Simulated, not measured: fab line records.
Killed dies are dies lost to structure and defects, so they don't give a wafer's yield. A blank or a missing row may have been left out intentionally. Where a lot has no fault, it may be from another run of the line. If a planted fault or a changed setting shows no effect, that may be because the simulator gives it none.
3 desks, one fault | flow n5_finfet | only its own numbers are on each desk; what lay behind them is given at the end

== AT THE METROLOGY DESK ==
Means of the sampled wafers that have a number, per lot and without regard to the tool the lot ran on: this is what the gauges read. Any lot whose mean is over 4 standard deviations away from the usual mean is out of limits and marked OUT; that distance is given in the brackets. It has 11 readings, of which 7 appear: the earliest out of limits, and the ones furthest out on some lot.
Columns: A = DIBL_P at N5_BEOL_M4_RC_MEAS_101, usual 36.0 mV/V; B = IOFF_P at N5_BEOL_M4_RC_MEAS_101, usual 0.21 nA/um; C = ION_N at N5_BEOL_M4_RC_MEAS_101, usual 675 uA/um; D = ION_P at N5_BEOL_M4_RC_MEAS_101, usual 465 uA/um; E = VT_N at N5_BEOL_M4_RC_MEAS_101, usual 250 mV; F = VT_P at N5_BEOL_M4_RC_MEAS_101, usual -249 mV; G = M7_ILD_THK at N5_BEOL_M7_THK_MEAS_01, usual 154.8 nm
lot  | first seen here | A    | B    | C   | D   | E   | F    | G
L664 | day 7 23:34     | 38.6 | 0.24 | 684 | 469 | 245 | -248 | 156.8
L665 | day 8 07:26     | 34.4 | 0.19 | 664 | 457 | 254 | -251 | 152.7
L668 | day 8 14:49     | 36.6 | 0.23 | 676 | 465 | 250 | -247 | 154.4
L669 | day 9 03:46     | 36.9 | 0.27 | 692 | 481 | 245 | -243 | 154.1
L672 | day 9 22:51     | 37.9 | 0.27 | 670 | 463 | 250 | -244 | 199.4 (+22) OUT
L682 | day 12 10:03    | 36.8 | 0.25 | 677 | 468 | 247 | -245 | 157.2
L683 | day 12 22:46    | 36.6 | 0.21 | 673 | 456 | 248 | -251 | 154.6
L684 | day 13 06:55    | 34.2 | 0.20 | 678 | 465 | 249 | -250 | 154.8
L685 | day 13 18:19    | 35.8 | 0.17 | 673 | 452 | 252 | -256 | 152.9
This desk's result: L672 out of limits, first on L672 (M7_ILD_THK at N5_BEOL_M7_THK_MEAS_01), day 10 20:16. Within limits: L664, L665, L668, L669, L682, L683, L684, L685.

== FOR THE TOOL OWNER'S DESK: pecvd-03 ==
The tool's own readings at N5_BEOL_M7_ILD_DEP_00 (deposits SiCOH lowk from DEMS/porogen, target thk 179.75 nm, time 33.4 s): means of the sampled wafers that have a number, for each lot that ran on this tool. Any lot whose mean is over 4 standard deviations away from the usual mean is out of limits and marked OUT; that distance is given in the brackets.
Columns: A = heater_power_w at N5_BEOL_M7_ILD_DEP_00, usual 279 W; B = showerhead_plenum_p_Torr at N5_BEOL_M7_ILD_DEP_00, usual 5.728 Torr; C = throttle_valve_pct at N5_BEOL_M7_ILD_DEP_00, usual 13.7 %
lot  | first seen here | A   | B     | C
L665 | day 9 04:36     | 270 | 5.714 | 13.4
L669 | day 9 23:37     | 308 | 5.717 | 13.4
L672 | day 10 19:41    | 243 | 5.722 | 12.9
L684 | day 14 04:46    | 285 | 5.722 | 13.3
L685 | day 14 19:55    | 288 | 5.699 | 13.6
Result from this desk: across the 5 lots, nothing is out of limits.

== THE DEFECT DESK ==
Per lot, the means of the sampled wafers with a number show what the inspections along the route counted. Any lot whose mean is over 4 standard deviations away from the usual mean is out of limits and marked OUT; that distance is given in the brackets.
Columns: A = raw_defect_count at N5_BEOL_M7_INSPECT_13, usual 408
lot  | first seen here | A
L664 | day 8 21:33     | 394
L665 | day 9 06:14     | 504
L668 | day 9 10:45     | 504
L669 | day 10 01:57    | 405
L672 | day 10 22:22    | 314
L682 | day 13 11:23    | 323
L683 | day 13 22:31    | 369
L684 | day 14 06:16    | 391
L685 | day 14 22:25    | 408
Result from this desk: across the 9 lots, nothing is out of limits.

== TAKEN TOGETHER ==
At day 10 20:16 the metrology desk could have sounded an alarm, on L672.
The desk of the tool owner found nothing out of limits.
Nothing out of limits was seen by the defect desk.
On record at the tool owner's desk: L672, within its limits.
The defect desk has L672 on record, within its limits.
N5_BEOL_M7_ILD_DEP_00 was run on pecvd-03 by each of the lots named.

== WHAT THE SIMULATOR PUT IN ==
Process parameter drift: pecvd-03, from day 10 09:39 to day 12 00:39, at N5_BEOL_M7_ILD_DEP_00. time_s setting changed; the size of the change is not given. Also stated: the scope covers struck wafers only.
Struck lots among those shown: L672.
Hours from the fault's start to each desk's first reading out of limits: the metrology desk, 11.
